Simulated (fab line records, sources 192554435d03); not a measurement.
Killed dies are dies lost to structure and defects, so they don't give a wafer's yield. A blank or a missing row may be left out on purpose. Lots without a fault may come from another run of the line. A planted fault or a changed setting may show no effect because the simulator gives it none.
fab line records | flow n5_finfet | part 1 of 2: steps 1 to 18 of 26
record lots=5 wafers=15 last_day=15
route steps=1938 shown BEOL_M11@1547
lots that met no fault: from a run of the same line without faults
start_h: hours from the record's first day to the start of the lot's first wafer shown | wait_h: hours since the lot's step before | " the same as in the row above | L1.1+2: a row that stands for several wafers | - no value, or no start given | * or withheld: withheld | < > ~ a bound
route shown NAME@n: a module of which the file shows steps, and the number in the route of the first | usual: mean/standard deviation of fault-free wafers | same: alike in all rows | chamber/n: place in a boat | sites: the reading at each site | _std_site: their standard deviation | _edge_site: outer sites' mean less inner sites' | radius_mm: how far each site lies from the wafer's centre | mask NAME#n: copy n | behind: the tool/chamber that last shaped the wafer | hold: why the lot was held/for how many hours/how that ended | device: the transistor (n, p or np) that didn't switch | end of line: the same wafers' tests at the end of the route | a step without rows: its recipe alone | killed: dies lost to structure and defects at the first sort, not the wafer's yield | map: a wafer's dies, x killed, . not, _ none there
set.NAME: the setting as run; set.NAME@STEP: as run at that earlier step | model.NAME: the simulator's own value behind a step, which no gauge read
lots at some steps of the route; a table a step, a row a wafer
services: from which hour (start_h, from the record's first day; less than 0 if before it) a tool's chamber was out of use, for how many hours, and why
## steps
# step N5_BEOL_M11_PEB_09
# recipe peb_temp_c=withheld peb_time_s=60 resist=CAR-ArF
# usual exhaust_pa=44.9/0.87
# columns lot.wafer tool chamber start_h wait_h exhaust_pa
L074.1 litho_track-05 0 212.58 0.1 44.7
L074.5 " 0 " " 44.8
L074.6 " 0 " " 46.7
L083.1 litho_track-04 0 263.52 0.1 45.1
L083.2 " 0 " " 44.7
L083.3 " 0 " " 44.9
L085.1 litho_track-01 0 276.44 0.1 45.6
L085.4 " 0 " " 43.9
L085.5 " 0 " " 45.5
L089.2 litho_track-01 0 306.25 0.0 44.6
L089.3 " 0 " " 44.8
L089.5 " 0 " " 45.2
L092.1 litho_track-04 0 312.41 0.1 45.2
L092.3 " 0 " " 44.5
L092.5 " 0 " " 45.4
# step N5_BEOL_M11_DEVELOP_10
# recipe develop_time_s=30 developer=TMAH resist=CAR-ArF rinse_liquid=diw dry=air_spin dev_temp_c=23
# usual exhaust_pa=44.9/0.93
# columns lot.wafer tool chamber start_h wait_h exhaust_pa
L074.1 litho_track-05 0 - - 43.3
L074.5 " 0 " " 44.7
L074.6 " 0 " " 43.3
L083.1 litho_track-04 0 - - 45.7
L083.2 " 0 " " 47.6
L083.3 " 0 " " 46.1
L085.1 litho_track-01 0 - - 45.8
L085.4 " 0 " " 45.0
L085.5 " 0 " " 46.2
L089.2 litho_track-01 0 - - 45.8
L089.3 " 0 " " 44.6
L089.5 " 0 " " 44.3
L092.1 litho_track-04 0 - - 47.0
L092.3 " 0 " " 46.6
L092.5 " 0 " " 45.4
# step N5_BEOL_M11_CD_MEAS_11
# recipe target_cd_nm=64.1 landing_energy_ev=500 detector=se_inlens polarity=opening
# usual cd_nm=64.2/0.59
# columns lot.wafer tool chamber start_h wait_h cd_nm
L074.1 cd_sem-03 0 212.65 - 63.3
L074.5 " 0 " " 63.7
L074.6 " 0 " " 64.1
L083.1 cd_sem-02 0 263.58 - 63.6
L083.2 " 0 " " 64.2
L083.3 " 0 " " 64.0
L085.1 cd_sem-01 0 276.51 - 65.1
L085.4 " 0 " " 65.0
L085.5 " 0 " " 64.9
L089.2 cd_sem-02 0 306.32 - 65.7
L089.3 " 0 " " 65.1
L089.5 " 0 " " 65.8
L092.1 cd_sem-03 0 312.47 - 63.6
L092.3 " 0 " " 64.7
L092.5 " 0 " " 64.1
# step N5_BEOL_M11_OVL_MEAS_12
# recipe points_per_wafer=44
# usual M11_OVL=0.3/0.75
# same points_per_wafer=44
# columns lot.wafer tool chamber start_h wait_h M11_OVL[nm]
L074.1 overlay-01 0 212.68 0.0 0.3
L074.5 " 0 " " 0.4
L074.6 " 0 " " 1.0
L083.1 overlay-01 0 263.61 0.0 1.0
L083.2 " 0 " " 0.7
L083.3 " 0 " " 0.7
L085.1 overlay-02 0 276.54 0.0 1.3
L085.4 " 0 " " -0.2
L085.5 " 0 " " 0.2
L089.2 overlay-01 0 306.35 0.0 -0.4
L089.3 " 0 " " 0.3
L089.5 " 0 " " -0.8
L092.1 overlay-02 0 312.50 0.0 -0.2
L092.3 " 0 " " -1.0
L092.5 " 0 " " -1.0
# step N5_BEOL_M11_INSPECT_13
# recipe mode=adi inspect_instrument=brightfield
# usual raw_defect_count=431/100
# columns lot.wafer tool chamber start_h wait_h raw_defect_count
L074.1 defect_inspect-02 - 212.71 0.0 386
L074.5 " - " " 511
L074.6 " - " " 536
L083.1 defect_inspect-01 - 263.64 0.0 456
L083.2 " - " " 554
L083.3 " - " " 528
L085.1 defect_inspect-02 - 276.56 0.0 499
L085.4 " - " " 490
L085.5 " - " " 598
L089.2 defect_inspect-01 - 306.37 0.0 414
L089.3 " - " " 472
L089.5 " - " " 341
L092.1 defect_inspect-01 - 312.53 0.0 571
L092.3 " - " " 538
L092.5 " - " " 459
# step N5_BEOL_M11_DESCUM_16
# recipe chemistry=O2 time_s=7.9 source_power_w=50 bias_power_w=20 pressure_mtorr=20 rf_frequency_hz=2.712e+07 temp_c=40 resist=CAR-ArF o2_flow_sccm=225
# usual drypump_motor_current_A=5.7/0.55 oes_product_au=0.78/0.077 rf_fwd_power_W=49.34/0.22 rf_vpp_V=243.1/1.6 showerhead_plenum_p_Torr=2.09/0.084 throttle_valve_pct=20.39/0.21
# columns lot.wafer tool chamber start_h wait_h drypump_motor_current_A oes_product_au rf_fwd_power_W rf_hours_counter_h rf_vpp_V showerhead_plenum_p_Torr throttle_valve_pct
L074.1 rie_diel-05 0 212.76 0.0 5.6 0.77 49.08 128 241.0 1.95 20.55
L074.5 " 1 " " 6.0 0.82 49.52 - 244.9 2.20 20.15
L074.6 " 0 " " 5.6 0.76 49.39 - 238.9 1.95 20.54
L083.1 rie_diel-03 0 263.67 0.0 5.9 0.70 49.36 188 243.8 2.09 20.67
L083.2 " 1 " " 6.1 0.86 49.03 69 241.8 2.03 20.29
L083.3 " 2 " " 5.0 0.73 49.23 185 241.8 2.01 20.45
L085.1 rie_diel-05 2 276.89 0.3 6.8 0.78 49.49 131 245.9 2.19 20.04
L085.4 " 3 " " 5.8 0.68 49.21 240 245.3 2.17 20.32
L085.5 " 2 " " 6.7 0.79 49.20 - 244.3 2.19 20.04
L089.2 rie_diel-01 2 306.86 0.5 5.0 0.95 49.50 18 243.3 2.04 20.47
L089.3 " 3 " " 5.4 0.67 49.32 242 241.9 1.97 20.46
L089.5 " 1 " " 5.8 0.81 49.38 - 243.6 2.12 20.60
L092.1 rie_diel-01 1 312.56 0.0 5.9 0.80 49.04 85 244.5 2.12 20.60
L092.3 " 2 " " 5.0 0.93 49.52 20 243.3 2.03 20.48
L092.5 " 1 " " 5.8 0.79 49.04 - 243.3 2.12 20.60
# step N5_BEOL_M11_ETCH_61
# recipe chemistry=CF4 target=SiARC target_depth_a=390 mask_material=CAR-ArF time_s=65 ion_energy_ev=80 pressure_mtorr=40 source_w=545 bias_w=36 Ar_flow_sccm=100 cf4_flow_sccm=100 ends=cleared
# usual bias_w=36.01/0.11 drypump_motor_current_A=5.7/0.55 etch_rf_on_time_s=64.8/1.6 oes_product_au=0.67/0.066 rf_fwd_power_W=538.1/2.5 rf_vpp_V=183.9/1.3 showerhead_plenum_p_Torr=2.14/0.078 throttle_valve_pct=15.53/0.21
# columns lot.wafer tool chamber start_h wait_h bias_w drypump_motor_current_A etch_rf_on_time_s oes_product_au rf_fwd_power_W rf_hours_counter_h rf_vpp_V showerhead_plenum_p_Torr throttle_valve_pct
L074.1 rie_diel-05 0 212.79 0.0 36.03 5.6 62.6 0.66 539.8 129 181.4 1.99 15.58
L074.5 " 1 " " 35.84 6.1 66.1 0.70 544.6 - 186.0 2.25 15.40
L074.6 " 0 " " 36.17 5.6 63.1 0.66 539.0 - 182.0 1.99 15.58
L083.1 rie_diel-03 0 263.71 0.0 35.93 5.9 68.4 0.60 537.4 188 183.7 2.13 15.77
L083.2 " 1 " " 35.79 6.1 65.6 0.73 533.1 69 183.8 2.08 15.46
L083.3 " 2 " " 35.95 5.0 64.8 0.63 535.1 185 182.1 2.06 15.72
L085.1 rie_diel-05 2 276.92 0.0 36.00 6.8 62.8 0.68 541.1 131 184.8 2.22 15.19
L085.4 " 3 " " 36.22 5.8 66.0 0.59 538.6 240 185.1 2.19 15.46
L085.5 " 2 " " 35.95 6.7 63.0 0.69 537.2 - 185.9 2.22 15.21
L089.2 rie_diel-01 2 306.90 0.0 35.96 5.0 65.5 0.79 540.1 18 184.0 2.10 15.68
L089.3 " 3 " " 36.01 5.4 66.1 0.57 537.4 242 183.2 2.03 15.72
L089.5 " 1 " " 36.02 5.8 62.8 0.70 534.2 - 184.7 2.16 15.66
L092.1 rie_diel-01 1 312.60 0.0 35.81 5.8 63.2 0.70 534.4 85 186.0 2.16 15.64
L092.3 " 2 " " 35.76 5.0 65.4 0.80 542.6 20 183.6 2.10 15.69
L092.5 " 1 " " 35.94 5.8 62.8 0.70 531.2 - 183.8 2.16 15.65
# step N5_BEOL_M11_ETCH_62
# recipe chemistry=N2/H2 target=SOC target_depth_a=1100 overetch_a=220 mask_material=SiARC temp_c=40 time_s=165 ion_energy_ev=200 pressure_mtorr=30 source_w=840 bias_w=150 n2_flow_sccm=200 h2_flow_sccm=200
# usual bias_w=149.9/0.41 drypump_motor_current_A=5.7/0.55 n2_flow_sccm=199.9/0.6 oes_product_au=0.66/0.061 rf_fwd_power_W=837.1/2.7 rf_vpp_V=524/3 showerhead_plenum_p_Torr=2.54/0.1 throttle_valve_pct=17.77/0.25
# columns lot.wafer tool chamber start_h wait_h bias_w drypump_motor_current_A n2_flow_sccm oes_product_au rf_fwd_power_W rf_hours_counter_h rf_vpp_V showerhead_plenum_p_Torr throttle_valve_pct
L074.1 rie_diel-05 0 212.84 0.0 149.8 5.6 199.3 0.64 841.1 129 518 2.35 17.78
L074.5 " 1 " " 150.1 6.1 200.5 0.71 837.6 - 528 2.70 17.61
L074.6 " 0 " " 149.7 5.6 199.9 0.64 839.5 - 517 2.35 17.77
L083.1 rie_diel-03 0 263.76 0.0 149.8 5.9 199.6 0.61 833.4 188 524 2.54 18.09
L083.2 " 1 " " 149.9 6.1 200.7 0.72 837.3 69 522 2.50 17.90
L083.3 " 2 " " 150.2 5.1 200.3 0.62 837.5 185 521 2.41 17.61
L085.1 rie_diel-05 2 276.97 0.0 150.4 6.7 199.5 0.66 835.2 131 526 2.66 17.49
L085.4 " 3 " " 149.8 5.8 199.7 0.59 838.5 240 525 2.60 17.48
L085.5 " 2 " " 151.0 6.8 200.0 0.66 834.3 - 527 2.66 17.50
L089.2 rie_diel-01 2 306.95 0.0 150.2 5.0 199.1 0.79 838.5 18 523 2.49 18.01
L089.3 " 3 " " 150.5 5.4 199.2 0.58 840.3 242 520 2.42 17.95
L089.5 " 1 " " 149.7 5.8 199.9 0.68 834.2 - 524 2.57 17.78
L092.1 rie_diel-01 1 312.65 0.0 150.2 5.8 200.5 0.68 835.5 85 524 2.56 17.79
L092.3 " 2 " " 150.2 5.0 199.4 0.79 842.8 20 522 2.49 18.01
L092.5 " 1 " " 150.6 5.8 199.6 0.69 837.6 - 525 2.56 17.80
# step N5_BEOL_M11_STRIP_68
# recipe chemistry=N2/H2 temp_c=40 n2_flow_sccm=200 h2_flow_sccm=200 rf_frequency_hz=6e+07
# columns lot.wafer tool chamber start_h wait_h
L074.1+5+6 rie_diel-05 0,1,0 212.98 0.1
L083.1+2+3 rie_diel-03 0,1,2 263.89 0.1
L085.1+4+5 rie_diel-05 2,3,2 277.11 0.1
L089.2+3+5 rie_diel-01 2,3,1 307.08 0.1
L092.1+3+5 rie_diel-01 1,2,1 312.78 0.1
# step N5_BEOL_M11_STRIP_67
# recipe chemistry=CF4 resist=SiARC power_w=300 bias_power_w=75 pressure_mtorr=50 cf4_flow_sccm=150 rf_frequency_hz=6e+07
# usual drypump_motor_current_A=5.7/0.55 oes_product_au=0.78/0.072 rf_vpp_V=271.0/1.8 showerhead_plenum_p_Torr=1.79/0.066 throttle_valve_pct=13.53/0.2
# columns lot.wafer tool chamber start_h wait_h drypump_motor_current_A oes_product_au rf_hours_counter_h rf_vpp_V showerhead_plenum_p_Torr throttle_valve_pct
L074.1 rie_diel-05 0 212.99 0.0 5.6 0.75 129 268.7 1.67 13.55
L074.5 " 1 " " 6.1 0.83 - 272.6 1.90 13.39
L074.6 " 0 " " 5.6 0.75 - 269.6 1.67 13.54
L083.1 rie_diel-03 0 263.90 0.0 5.9 0.73 188 270.5 1.78 13.75
L083.2 " 1 " " 6.1 0.85 69 268.1 1.76 13.48
L083.3 " 2 " " 5.0 0.73 185 270.0 1.73 13.72
L085.1 rie_diel-05 2 277.12 0.0 6.8 0.78 131 275.4 1.87 13.23
L085.4 " 3 " " 5.8 0.70 240 271.6 1.84 13.50
L085.5 " 2 " " 6.8 0.78 - 273.4 1.87 13.24
L089.2 rie_diel-01 2 307.09 0.0 5.0 0.93 18 271.8 1.77 13.65
L089.3 " 3 " " 5.4 0.68 242 268.4 1.71 13.71
L089.5 " 1 " " 5.8 0.81 - 270.9 1.81 13.60
L092.1 rie_diel-01 1 312.79 0.0 5.8 0.81 85 271.0 1.81 13.59
L092.3 " 2 " " 5.0 0.93 20 271.9 1.77 13.63
L092.5 " 1 " " 5.8 0.80 - 272.1 1.81 13.59
# step N5_BEOL_M11_HM_OPEN_17
# recipe chemistry=Cl2/BCl3 target_depth_a=200 overetch_a=60 target=TiN mask_material=SOC ion_energy_ev=150 pressure_mtorr=10 icp_w=1000 bias_w=126 Cl2_flow_sccm=53.25 bcl3_flow_sccm=21.75 Ar_flow_sccm=25
# usual bias_w=126.0/0.43 drypump_motor_current_A=5.8/0.42 mfc_cl2_sccm=53.24/0.16 oes_product_au=0.64/0.078 rf_fwd_power_W=993/3.2 throttle_valve_pct=22.26/0.23
# columns lot.wafer tool chamber start_h wait_h bias_w drypump_motor_current_A mfc_cl2_sccm oes_product_au rf_fwd_power_W rf_hours_counter_h throttle_valve_pct
L074.1 rie_metal-02 0 213.03 0.0 126.0 5.9 53.38 0.55 994 103 22.31
L074.5 " 0 " " 126.1 5.9 53.42 0.54 997 - 22.32
L074.6 " 1 " " 127.1 5.3 53.31 0.65 993 - 22.49
L083.1 rie_metal-03 0 263.94 0.0 125.9 5.7 53.27 0.60 989 82 22.49
L083.2 " 1 " " 125.5 5.7 53.26 0.75 988 11 21.65
L083.3 " 1 " " 126.1 5.7 53.18 0.75 994 - 21.65
L085.1 rie_metal-01 1 277.16 0.0 126.5 6.5 53.42 0.58 1000 80 22.30
L085.4 " 0 " " 126.5 5.4 53.32 0.72 988 - 22.05
L085.5 " 1 " " 126.1 6.5 53.32 0.58 1000 - 22.28
L089.2 rie_metal-01 0 307.13 0.0 126.4 5.4 53.19 0.71 990 21 22.07
L089.3 " 1 " " 125.8 6.5 53.19 0.58 995 - 22.31
L089.5 " 1 " " 126.0 6.5 53.31 0.58 999 - 22.29
L092.1 rie_metal-02 0 312.83 0.0 125.2 5.9 53.11 0.53 993 111 22.35
L092.3 " 0 " " 126.0 5.9 53.27 0.53 998 - 22.33
L092.5 " 1 " " 126.0 5.3 53.33 0.64 994 - 22.51
# step N5_BEOL_M11_STRIP_19
# recipe chemistry=O2 power_w=400 temp_c=40 pressure_mtorr=30 rf_frequency_hz=6e+07 bias_power_w=0 overash_fraction=0.2 o2_flow_sccm=225
# usual drypump_motor_current_A=5.7/0.52 oes_product_au=0.78/0.08 rf_vpp_V=3.6/0.57 showerhead_plenum_p_Torr=2.09/0.082 throttle_valve_pct=16.66/0.2
# same overash_fraction=0.2
# columns lot.wafer tool chamber start_h wait_h drypump_motor_current_A oes_product_au rf_hours_counter_h rf_vpp_V showerhead_plenum_p_Torr throttle_valve_pct
L074.1 rie_diel-05 3 213.14 0.1 5.8 0.69 220 3.5 2.18 16.60
L074.5 " 1 " " 6.1 0.82 - 2.9 2.21 16.42
L074.6 " 0 " " 5.6 0.76 - 2.7 1.95 16.72
L083.1 rie_diel-05 1 264.08 0.1 6.1 0.80 83 3.8 2.20 16.45
L083.2 " 0 " " 5.6 0.75 144 4.3 1.95 16.77
L083.3 " 3 " " 5.8 0.68 236 2.6 2.18 16.60
L085.1 rie_diel-01 2 277.34 0.1 5.0 0.97 9 3.5 2.04 16.67
L085.4 " 1 " " 5.8 0.82 73 4.6 2.13 16.75
L085.5 " 2 " " 5.0 0.96 - 4.4 2.04 16.66
L089.2 rie_diel-03 2 307.37 0.2 5.1 0.73 199 3.6 2.01 16.80
L089.3 " 0 " " 5.9 0.70 202 3.5 2.09 16.91
L089.5 " 1 " " 6.1 0.84 - 3.9 2.03 16.56
L092.1 rie_diel-03 1 313.06 0.2 6.1 0.83 86 4.8 2.03 16.55
L092.3 " 0 " " 5.9 0.70 204 3.4 2.09 16.91
L092.5 " 1 " " 6.1 0.83 - 3.1 2.03 16.53
# step N5_BEOL_M11_CD_MEAS_18
# recipe pitch_nm=140 target_cd_nm=70
# usual cd_nm=70.0/0.68
# columns lot.wafer tool chamber start_h wait_h cd_nm
L074.1 cd_sem-03 - 213.21 0.0 70.1
L074.5 " - " " 69.3
L074.6 " - " " 70.8
L083.1 cd_sem-02 - 264.15 0.0 69.2
L083.2 " - " " 70.1
L083.3 " - " " 69.7
L085.1 cd_sem-01 - 277.41 0.0 70.9
L085.4 " - " " 70.3
L085.5 " - " " 71.0
L089.2 cd_sem-01 - 307.45 0.1 71.4
L089.3 " - " " 70.6
L089.5 " - " " 71.5
L092.1 cd_sem-01 - 313.13 0.0 69.1
L092.3 " - " " 70.4
L092.5 " - " " 69.6
# step N5_BEOL_M11_COAT_63
# recipe resist=SOC temp_c=250 time_s=60 spin_rpm=1500 resist_thk_nm=100
# usual exhaust_pa=45.5/0.87
# columns lot.wafer tool chamber start_h wait_h exhaust_pa
L074.1 litho_track-05 0 213.25 0.0 47.1
L074.5 " 0 " " 45.4
L074.6 " 0 " " 44.7
L083.1 litho_track-04 0 264.19 0.0 47.1
L083.2 " 0 " " 46.8
L083.3 " 0 " " 46.0
L085.1 litho_track-01 0 277.56 0.1 45.8
L085.4 " 0 " " 45.4
L085.5 " 0 " " 46.5
L089.2 litho_track-01 0 307.89 0.4 45.1
L089.3 " 0 " " 46.2
L089.5 " 0 " " 45.9
L092.1 litho_track-01 0 313.17 0.0 46.2
L092.3 " 0 " " 44.1
L092.5 " 0 " " 45.5
# step N5_BEOL_M11_COAT_64
# recipe resist=SiARC temp_c=220 time_s=60 spin_rpm=1500 resist_thk_nm=30
# usual exhaust_pa=45.2/0.79
# columns lot.wafer tool chamber start_h wait_h exhaust_pa
L074.1 litho_track-05 0 - - 45.2
L074.5 " 0 " " 45.5
L074.6 " 0 " " 47.3
L083.1 litho_track-04 0 - - 44.9
L083.2 " 0 " " 44.3
L083.3 " 0 " " 46.1
L085.1 litho_track-01 0 - - 45.7
L085.4 " 0 " " 44.9
L085.5 " 0 " " 45.4
L089.2 litho_track-01 0 - - 45.0
L089.3 " 0 " " 45.4
L089.5 " 0 " " 45.7
L092.1 litho_track-01 0 - - 45.8
L092.3 " 0 " " 45.9
L092.5 " 0 " " 45.2
# step N5_BEOL_M11_COAT_22
# recipe resist=CAR-ArF spin_rpm=1500 resist_thk_nm=90
# usual exhaust_pa=44.9/0.96
# columns lot.wafer tool chamber start_h wait_h exhaust_pa
L074.1 litho_track-05 0 - - 45.9
L074.5 " 0 " " 45.6
L074.6 " 0 " " 45.1
L083.1 litho_track-04 0 - - 44.7
L083.2 " 0 " " 44.5
L083.3 " 0 " " 44.9
L085.1 litho_track-01 0 - - 46.4
L085.4 " 0 " " 45.8
L085.5 " 0 " " 46.2
L089.2 litho_track-01 0 - - 45.3
L089.3 " 0 " " 45.0
L089.5 " 0 " " 45.0
L092.1 litho_track-01 0 - - 45.2
L092.3 " 0 " " 45.6
L092.5 " 0 " " 44.5
# step N5_BEOL_M11_EBR_24
# recipe solvent=PGMEA ebr_width_mm=1.5
# usual exhaust_pa=44.9/0.89
# columns lot.wafer tool chamber start_h wait_h exhaust_pa
L074.1 litho_track-05 0 - - 45.2
L074.5 " 0 " " 46.0
L074.6 " 0 " " 44.3
L083.1 litho_track-04 0 - - 44.9
L083.2 " 0 " " 45.5
L083.3 " 0 " " 44.2
L085.1 litho_track-01 0 - - 45.4
L085.4 " 0 " " 46.1
L085.5 " 0 " " 44.8
L089.2 litho_track-01 0 - - 44.1
L089.3 " 0 " " 45.4
L089.5 " 0 " " 45.8
L092.1 litho_track-01 0 - - 44.6
L092.3 " 0 " " 42.7
L092.5 " 0 " " 44.2
# step N5_BEOL_M11_SOFTBAKE_23
# recipe temp_c=110 time_s=60 resist=CAR-ArF
# usual exhaust_pa=45.1/0.96
# columns lot.wafer tool chamber start_h wait_h exhaust_pa
L074.1 litho_track-05 0 - - 44.2
L074.5 " 0 " " 44.7
L074.6 " 0 " " 44.9
L083.1 litho_track-04 0 - - 43.7
L083.2 " 0 " " 43.8
L083.3 " 0 " " 44.1
L085.1 litho_track-01 0 - - 45.1
L085.4 " 0 " " 45.4
L085.5 " 0 " " 46.0
L089.2 litho_track-01 0 - - 44.4
L089.3 " 0 " " 44.2
L089.5 " 0 " " 44.0
L092.1 litho_track-01 0 - - 46.3
L092.3 " 0 " " 47.0
L092.5 " 0 " " 45.8
